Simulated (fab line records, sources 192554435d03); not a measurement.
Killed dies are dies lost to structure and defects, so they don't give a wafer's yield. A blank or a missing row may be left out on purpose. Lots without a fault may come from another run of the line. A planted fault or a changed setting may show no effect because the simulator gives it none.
Chamber matching | flow n5_finfet | N5_BEOL_M4_ILD_DEP_00 on pecvd-02: 3 sister chambers
The step deposits SiOC from DEMS/O2, target thk 79 nm, time 15.3 s. 3 wafers are shown with their chamber, then 10 later ones without.

WAFERS WITH THEIR CHAMBER
wafer  | chamber | throttle_valve_pct (%)
L089.5 | 2       | 11.1
L091.3 | 1       | 13.5
L091.4 | 0       | 12.1

WAFERS WITHOUT THEIR CHAMBER
wafer  | throttle_valve_pct (%)
L091.5 | 10.6
L093.3 | 11.7
L093.5 | 12.0
L093.6 | 10.6
L094.1 | 11.7
L094.2 | 13.4
L094.4 | 11.8
L095.2 | 13.6
L095.5 | 10.8
L095.6 | 11.7

WHICH CHAMBER EACH WENT THROUGH
wafer  | from the rows above     | in truth
L091.5 | 2                       | 2
L093.3 | can't be placed: 0 or 2 | 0
L093.5 | 0                       | 0
L093.6 | 2                       | 2
L094.1 | can't be placed: 0 or 2 | 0
L094.2 | 1                       | 1
L094.4 | can't be placed: 0 or 2 | 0
L095.2 | 1                       | 1
L095.5 | 2                       | 2
L095.6 | can't be placed: 0 or 2 | 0
Placed correctly: 6 of 10. Can't be placed from these rows: 4 (the true chamber is among the candidates in 4). Placed wrongly: 0.
How it was worked out, from the rows above alone: a wafer's distance from a chamber is the root of the sum, over the readings, of the square of ((its reading less the chamber's mean) divided by the reading's scatter). The wafer belongs to the nearest chamber; if the next one is less than 2 further off, it can't be placed. A chamber's mean is the mean of its shown wafers. The scatter: with one shown wafer a chamber, the root of the mean of the squares of how far each hidden wafer lies from its nearest shown one.
